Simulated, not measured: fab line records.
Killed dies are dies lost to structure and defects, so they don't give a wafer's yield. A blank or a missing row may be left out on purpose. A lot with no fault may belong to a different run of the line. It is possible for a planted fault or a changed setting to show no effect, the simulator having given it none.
Split-lot trial / flow n5-finfet / route with 1938 steps; 7 lots, 21 wafers read

THE SPLIT ITSELF
At N5_BEOL_M4_EXPOSE_25 (exposes mask V3, defocus 5 nm), the setting dose-mj was moved away from the recipe's 63 on 5 of the 21 wafers read, by -7.2% to +6.5%. All remaining wafers had this setting at the recipe value.

FROM THE SPLIT TO THE READING: what the file shows between them, 2 steps
- N5_BEOL_M4_PEB_26: peb time 60 s
- N5_BEOL_M4_DEVELOP_27: develop time 30 s

THE READING
cd-nm, in nm, at N5_BEOL_M4_CD_MEAS_28 (target cd 26.2 nm, target cd y 24.1 nm). Typical for fault-free wafers on this fab line: 26.15 nm, with standard deviation 0.21 nm.

wafer=L081.2; tool, chamber at the split=euv-scanner-01, 0; dose-mj as run=63; against the recipe=recipe; cd-nm, nm=25.85; against lot-mates on the recipe=-
wafer=L081.4; tool, chamber at the split=euv-scanner-01, 0; dose-mj as run=63; against the recipe=recipe; cd-nm, nm=26.20; against lot-mates on the recipe=-
wafer=L081.6; tool, chamber at the split=euv-scanner-01, 0; dose-mj as run=63; against the recipe=recipe; cd-nm, nm=26.07; against lot-mates on the recipe=-
wafer=L082.4; tool, chamber at the split=euv-scanner-01, 0; dose-mj as run=67.1; against the recipe=+6.5%; cd-nm, nm=27.77; against lot-mates on the recipe=+1.71
wafer=L082.5; tool, chamber at the split=euv-scanner-01, 0; dose-mj as run=67.1; against the recipe=+6.5%; cd-nm, nm=27.50; against lot-mates on the recipe=+1.44
wafer=L082.6; tool, chamber at the split=euv-scanner-01, 0; dose-mj as run=63; against the recipe=recipe; cd-nm, nm=26.06; against lot-mates on the recipe=-
wafer=L085.2; tool, chamber at the split=euv-scanner-01, 0; dose-mj as run=63; against the recipe=recipe; cd-nm, nm=26.05; against lot-mates on the recipe=-
wafer=L085.3; tool, chamber at the split=euv-scanner-01, 0; dose-mj as run=66.43; against the recipe=+5.4%; cd-nm, nm=27.55; against lot-mates on the recipe=+1.33
wafer=L085.4; tool, chamber at the split=euv-scanner-01, 0; dose-mj as run=63; against the recipe=recipe; cd-nm, nm=26.39; against lot-mates on the recipe=-
wafer=L086.1; tool, chamber at the split=euv-scanner-01, 0; dose-mj as run=63; against the recipe=recipe; cd-nm, nm=25.92; against lot-mates on the recipe=-
wafer=L086.3; tool, chamber at the split=euv-scanner-01, 0; dose-mj as run=63; against the recipe=recipe; cd-nm, nm=26.09; against lot-mates on the recipe=-
wafer=L086.5; tool, chamber at the split=euv-scanner-01, 0; dose-mj as run=63; against the recipe=recipe; cd-nm, nm=26.21; against lot-mates on the recipe=-
wafer=L089.4; tool, chamber at the split=euv-scanner-02, 0; dose-mj as run=63; against the recipe=recipe; cd-nm, nm=25.97; against lot-mates on the recipe=-
wafer=L089.5; tool, chamber at the split=euv-scanner-02, 0; dose-mj as run=58.49; against the recipe=-7.2%; cd-nm, nm=24.80; against lot-mates on the recipe=-1.11
wafer=L089.6; tool, chamber at the split=euv-scanner-02, 0; dose-mj as run=63; against the recipe=recipe; cd-nm, nm=25.85; against lot-mates on the recipe=-
wafer=L090.2; tool, chamber at the split=euv-scanner-01, 0; dose-mj as run=63; against the recipe=recipe; cd-nm, nm=26.06; against lot-mates on the recipe=-
wafer=L090.3; tool, chamber at the split=euv-scanner-01, 0; dose-mj as run=63; against the recipe=recipe; cd-nm, nm=26.39; against lot-mates on the recipe=-
wafer=L090.4; tool, chamber at the split=euv-scanner-01, 0; dose-mj as run=59.64; against the recipe=-5.3%; cd-nm, nm=25.22; against lot-mates on the recipe=-1.01
wafer=L097.4; tool, chamber at the split=euv-scanner-02, 0; dose-mj as run=63; against the recipe=recipe; cd-nm, nm=26.35; against lot-mates on the recipe=-
wafer=L097.5; tool, chamber at the split=euv-scanner-02, 0; dose-mj as run=63; against the recipe=recipe; cd-nm, nm=26.19; against lot-mates on the recipe=-
wafer=L097.6; tool, chamber at the split=euv-scanner-02, 0; dose-mj as run=63; against the recipe=recipe; cd-nm, nm=26.34; against lot-mates on the recipe=-

FIT RESULTS
A straight line over all 21 wafers: cd-nm changes by +0.214 nm for each +1% of dose-mj; r = +0.96; the points scatter about the line by 0.19 nm.
The same after taking each lot's own level away (the mean of its wafers on the recipe; 21 wafers): +0.21 nm for each +1%; r = +0.97; scatter 0.16 nm.
That fit puts the effect of the largest move of dose-mj on the reading at 1.5 nm.
Measured against the standard deviation above, the lots' own levels, which go from 25.910 to 26.293 nm, span 1.8 times it.
The two slopes agree, so the slope changes little with the lot-to-lot level.
Check: for one of the wafers moved furthest among these (-7.2%), held out of the fit, the line's prediction against its lot-mates is -1.62 nm. Against them it came out at -1.11 nm.

THE OTHER SPLITS THESE WAFERS WENT THROUGH
Other splits were also applied to these wafers ahead of the reading. Each is held against what the fit with the lots' levels taken away leaves over:
other split on the same wafers=N5_BEOL_M2_ILD_DEP_00 time-s; wafers away from the commonest value=4; r with cd-nm (lot level and that fit taken away)=-0.09
other split on the same wafers=N5_BEOL_M3_EXPOSE_08 dose-mj; wafers away from the commonest value=9; r with cd-nm (lot level and that fit taken away)=-0.04
other split on the same wafers=N5_BEOL_M3_COAT_22 spin-rpm; wafers away from the commonest value=6; r with cd-nm (lot level and that fit taken away)=-0.44
other split on the same wafers=N5_BEOL_M3_EXPOSE_25 dose-mj; wafers away from the commonest value=6; r with cd-nm (lot level and that fit taken away)=+0.16

THE FILE'S OWN FIT
cd-nm changes by +0.203 nm for each +1% of dose-mj, r = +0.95.
